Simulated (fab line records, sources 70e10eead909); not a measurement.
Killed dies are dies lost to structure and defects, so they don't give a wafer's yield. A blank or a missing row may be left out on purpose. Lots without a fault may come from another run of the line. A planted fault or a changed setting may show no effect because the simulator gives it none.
Chamber matching | flow nand_harc | NHARC_A_CHANNEL_FILL_D2_ALD_02 on ald_hk-03: 4 sister chambers
The step deposits SiO2, target thk 6 nm, pulse time 10 s, ald cycles 60. 4 wafers are shown with their chamber, then 7 later ones without.

WAFERS WITH THEIR CHAMBER
wafer  | chamber | heater_power_w (W)
L606.2 | 2       | 370
L607.3 | 1       | 468
L611.2 | 3       | 456
L611.4 | 0       | 405

WAFERS WITHOUT THEIR CHAMBER
wafer  | heater_power_w (W)
L611.6 | 353
L613.1 | 468
L613.2 | 413
L613.4 | 351
L624.2 | 461
L624.3 | 446
L624.5 | 365

WHICH CHAMBER EACH WENT THROUGH
wafer  | from the rows above     | in truth
L611.6 | 2                       | 2
L613.1 | can't be placed: 1 or 3 | 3
L613.2 | 0                       | 0
L613.4 | 2                       | 2
L624.2 | can't be placed: 3 or 1 | 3
L624.3 | can't be placed: 3 or 1 | 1
L624.5 | 2                       | 2
Placed correctly: 4 of 7. Can't be placed from these rows: 3 (the true chamber is among the candidates in 3). Placed wrongly: 0.
How it was worked out, from the rows above alone: a wafer's distance from a chamber is the root of the sum, over the readings, of the square of ((its reading less the chamber's mean) divided by the reading's scatter). The wafer belongs to the nearest chamber; if the next one is less than 2 further off, it can't be placed. A chamber's mean is the mean of its shown wafers. The scatter: with one shown wafer a chamber, the root of the mean of the squares of how far each hidden wafer lies from its nearest shown one.
